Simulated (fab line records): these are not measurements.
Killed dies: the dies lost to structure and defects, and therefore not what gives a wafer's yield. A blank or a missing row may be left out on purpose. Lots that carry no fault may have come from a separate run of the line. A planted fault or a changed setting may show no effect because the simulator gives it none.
Which tool is to blame? -- flow n5Finfet -- 36 wafers sampled from 12 lots at 1 step of a route of 1938

WHAT THE GAUGES READ, wafer by wafer
N5_BEOL_M8_THK_MEAS_01.
lot,measured,on,M8_ILD_THK (nm)
L075,day 10 00:50,filmMetro-02,152.5 157.7 156.9
L076,day 10 19:32,filmMetro-02,154.8 154.4 156.4
L081,day 11 06:04,filmMetro-02,152.1 154.3 153.4
L080,day 11 06:23,filmMetro-01,153.0 152.6 156.7
L083,day 12 00:13,filmMetro-02,157.0 157.7 150.8
L084,day 12 04:28,filmMetro-01,150.7 154.4 155.2
L086,day 13 02:17,filmMetro-01,152.0 154.1 151.6
L090,day 13 15:22,filmMetro-02,158.8 155.5 155.9
L092,day 14 00:32,filmMetro-02,153.3 158.2 156.2
L093,day 14 01:43,filmMetro-02,152.7 151.9 154.2
L096,day 15 01:56,filmMetro-01,155.3 155.0 156.5
L097,day 15 10:26,filmMetro-02,153.0 149.8 154.2

EACH LOT AND THE TOOL THAT RAN IT (in order: tool; ch and the chambers of the sampled wafers; start)
The record holds no process step before these readings.

THE ANSWER, worked out from the rows above alone
Rule: the lots themselves supply what counts as usual. The widest of any qualifying gaps counts: lots, ordered by their means at a reading, are off when they make up no more than a third of the lots, leave a main group of 4 or more, and stand apart from it by 3 or more times the standard deviation of that group's means. Not used: any main group whose means are identical at the precision the tables above print for the reading. Also off: a lot with no number at a reading for which 4 or more lots have one. The other lots that the step has rows for count as sound.
No lot is off at any reading shown: from this, nothing can be told.

WHAT THE SIMULATOR HAD PUT IN
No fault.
